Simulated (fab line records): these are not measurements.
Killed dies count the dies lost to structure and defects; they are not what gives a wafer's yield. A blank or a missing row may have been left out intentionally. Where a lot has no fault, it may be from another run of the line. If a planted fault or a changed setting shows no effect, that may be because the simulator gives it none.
The tool behind it: which one? + flow n5-finfet + 24 lots, 72 wafers sampled, at 2 steps of a route of 1938

== WHAT THE GAUGES SHOWED, per wafer ==
N5_BEOL_M7_INSPECT_30: inspects for defects (brightfield).
| lot  | measured     | on                | raw-defect-count |
|------|--------------|-------------------|------------------|
| L075 | day 9 13:59  | defect-inspect-01 | 598 454 383      |
| L074 | day 9 20:35  | defect-inspect-01 | 396 299 421      |
| L076 | day 10 09:11 | defect-inspect-01 | 331 320 550      |
| L077 | day 10 09:01 | defect-inspect-02 | 459 546 434      |
| L078 | day 10 19:53 | defect-inspect-01 | 332 281 363      |
| L079 | day 11 10:46 | defect-inspect-02 | 442 523 410      |
| L082 | day 11 23:19 | defect-inspect-01 | 293 473 346      |
| L081 | day 12 01:29 | defect-inspect-01 | 578 355 318      |
| L080 | day 12 10:52 | defect-inspect-02 | 349 391 432      |
| L083 | day 12 11:02 | defect-inspect-01 | 361 477 431      |
| L084 | day 12 11:45 | defect-inspect-02 | 335 380 369      |
| L085 | day 12 12:53 | defect-inspect-01 | 462 508 425      |
| L086 | day 13 00:01 | defect-inspect-02 | 330 463 478      |
| L088 | day 13 18:18 | defect-inspect-02 | 336 326 355      |
| L087 | day 13 21:31 | defect-inspect-02 | 393 265 529      |
| L091 | day 14 01:16 | defect-inspect-01 | 389 425 415      |
| L089 | day 14 06:54 | defect-inspect-02 | 412 472 394      |
| L092 | day 15 01:14 | defect-inspect-02 | 246 257 331      |
| L090 | day 15 03:09 | defect-inspect-02 | 425 297 263      |
| L093 | day 15 06:17 | defect-inspect-02 | 330 555 387      |
| L095 | day 16 09:08 | defect-inspect-02 | 374 371 489      |
| L094 | day 16 09:05 | defect-inspect-02 | 308 402 397      |
| L096 | day 16 09:19 | defect-inspect-02 | 464 375 382      |
| L097 | day 16 12:15 | defect-inspect-01 | 500 607 447      |

== TOOL THAT RAN EACH LOT (tool first, then ch and the chambers of the sampled wafers, then the start) ==
| lot  | N5_BEOL_M7_HM_DEP_02         |
|------|------------------------------|
| L075 | pvd-sputter-01, day 9 10:32  |
| L074 | pvd-sputter-03, day 9 19:09  |
| L076 | pvd-sputter-01, day 10 03:38 |
| L077 | pvd-sputter-01, day 10 04:31 |
| L078 | pvd-sputter-03, day 10 17:17 |
| L079 | pvd-sputter-01, day 11 07:34 |
| L082 | pvd-sputter-03, day 11 16:36 |
| L081 | pvd-sputter-02, day 11 22:26 |
| L080 | pvd-sputter-01, day 12 06:53 |
| L083 | pvd-sputter-01, day 12 07:28 |
| L084 | pvd-sputter-03, day 12 07:35 |
| L085 | pvd-sputter-02, day 12 11:27 |
| L086 | pvd-sputter-01, day 12 21:14 |
| L088 | pvd-sputter-02, day 13 16:08 |
| L087 | pvd-sputter-01, day 13 18:58 |
| L091 | pvd-sputter-01, day 13 22:22 |
| L089 | pvd-sputter-02, day 14 04:34 |
| L092 | pvd-sputter-01, day 14 21:56 |
| L090 | pvd-sputter-01, day 14 22:23 |
| L093 | pvd-sputter-01, day 15 00:54 |
| L095 | pvd-sputter-03, day 16 05:01 |
| L094 | pvd-sputter-03, day 16 05:17 |
| L096 | pvd-sputter-02, day 16 06:11 |
| L097 | pvd-sputter-02, day 16 09:24 |
- N5_BEOL_M7_HM_DEP_02: deposits TiN, target thk 20 nm.

== WHAT THE TOOLS THEMSELVES READ (means of the sampled wafers that have a number; where no wafer has one, the mark that the record gives instead) ==
N5_BEOL_M7_HM_DEP_02.
| lot  | tool           | chamber-pressure-pa (Pa) | throttle-valve-pct (%) |
|------|----------------|--------------------------|------------------------|
| L075 | pvd-sputter-01 | 0.4995                   | 30.8                   |
| L074 | pvd-sputter-03 | 0.5002                   | 30.8                   |
| L076 | pvd-sputter-01 | 0.5001                   | 30.8                   |
| L077 | pvd-sputter-01 | 0.4995                   | 30.3                   |
| L078 | pvd-sputter-03 | 0.5006                   | 30.4                   |
| L079 | pvd-sputter-01 | 0.4997                   | 31.2                   |
| L082 | pvd-sputter-03 | 0.4999                   | 30.1                   |
| L081 | pvd-sputter-02 | 0.4998                   | 30.8                   |
| L080 | pvd-sputter-01 | 0.4999                   | 30.8                   |
| L083 | pvd-sputter-01 | 0.4993                   | 30.9                   |
| L084 | pvd-sputter-03 | 0.4992                   | 29.5                   |
| L085 | pvd-sputter-02 | 0.5008                   | 31.9                   |
| L086 | pvd-sputter-01 | 0.5000                   | 31.0                   |
| L088 | pvd-sputter-02 | 0.5012                   | 30.8                   |
| L087 | pvd-sputter-01 | 0.5000                   | 31.2                   |
| L091 | pvd-sputter-01 | 0.5021                   | 30.8                   |
| L089 | pvd-sputter-02 | 0.4999                   | 30.5                   |
| L092 | pvd-sputter-01 | 0.5004                   | 30.9                   |
| L090 | pvd-sputter-01 | 0.4992                   | 30.0                   |
| L093 | pvd-sputter-01 | 0.5006                   | 31.1                   |
| L095 | pvd-sputter-03 | 0.4998                   | 30.4                   |
| L094 | pvd-sputter-03 | 0.4993                   | 30.8                   |
| L096 | pvd-sputter-02 | 0.4994                   | 30.6                   |
| L097 | pvd-sputter-02 | 0.4992                   | 31.3                   |

== THE ANSWER, worked out from the rows above alone ==
Rule: the usual values come from the lots themselves. Put in order of their means at a reading, lots are off if they are a third of the lots or fewer, leave a main group of 4 or more, and stand apart from it by a gap of 3 or more times the standard deviation of the main group's means; of several such gaps the widest counts. The tables above print the reading to a certain number of digits; a main group whose means all agree to those digits is not used. Also off: a lot with no number at a reading for which 4 or more lots have one. Where the step has rows for the other lots, those lots are counted as sound. After the gauges, taken in route order, come the tools' own readings; for these a lot's mean is taken, as printed above. At the first step where some lot is off, the reading lying furthest off is the one used; lots without a number count as furthest.
No lot is off on any of the readings shown, so nothing can be concluded from this.

== WHAT THE SIMULATOR PUT IN ==
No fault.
